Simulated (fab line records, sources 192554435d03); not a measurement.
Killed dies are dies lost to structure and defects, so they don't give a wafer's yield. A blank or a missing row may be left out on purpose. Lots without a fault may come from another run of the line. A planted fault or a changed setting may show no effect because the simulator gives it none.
Chamber matching | flow n5_finfet | N5_BEOL_M10_VIA_ETCH_34 on rie_diel-05: 4 sister chambers
The step etches SiCOH lowk in C4F6/O2, target depth 184.5 nm, time 69.2 s. 8 wafers are shown with their chamber, then 11 later ones without.

WAFERS WITH THEIR CHAMBER
wafer  | chamber | showerhead_plenum_p_Torr (Torr) | rf_vpp_V (V)
L077.3 | 3       | 2.80                            | 672
L081.4 | 3       | 2.79                            | 672
L081.5 | 2       | 3.03                            | 656
L081.6 | 1       | 2.69                            | 674
L087.2 | 0       | 2.96                            | 672
L087.5 | 1       | 2.68                            | 675
L087.6 | 0       | 2.96                            | 670
L089.1 | 2       | 3.02                            | 656

WAFERS WITHOUT THEIR CHAMBER
wafer  | showerhead_plenum_p_Torr (Torr) | rf_vpp_V (V)
L089.2 | 2.79                            | 672
L089.3 | 2.95                            | 672
L089.4 | 3.02                            | 656
L089.5 | 2.95                            | 671
L089.6 | 2.79                            | 673
L093.1 | 2.95                            | 669
L093.2 | 2.79                            | 674
L093.5 | 3.02                            | 656
L092.2 | 3.02                            | 656
L092.4 | 2.78                            | 673
L092.6 | 3.02                            | 657

WHICH CHAMBER EACH WENT THROUGH
wafer  | from the rows above | in truth
L089.2 | 3                   | 3
L089.3 | 0                   | 0
L089.4 | 2                   | 2
L089.5 | 0                   | 0
L089.6 | 3                   | 3
L093.1 | 0                   | 0
L093.2 | 3                   | 3
L093.5 | 2                   | 2
L092.2 | 2                   | 2
L092.4 | 3                   | 3
L092.6 | 2                   | 2
Placed correctly: 11 of 11. Can't be placed from these rows: 0. Placed wrongly: 0.
How it was worked out, from the rows above alone: a wafer's distance from a chamber is the root of the sum, over the readings, of the square of ((its reading less the chamber's mean) divided by the reading's scatter). The wafer belongs to the nearest chamber; if the next one is less than 2 further off, it can't be placed. A chamber's mean is the mean of its shown wafers. The scatter: the root of (the sum of the squares of (reading less its chamber's mean) over the shown wafers, divided by (wafers less chambers)).
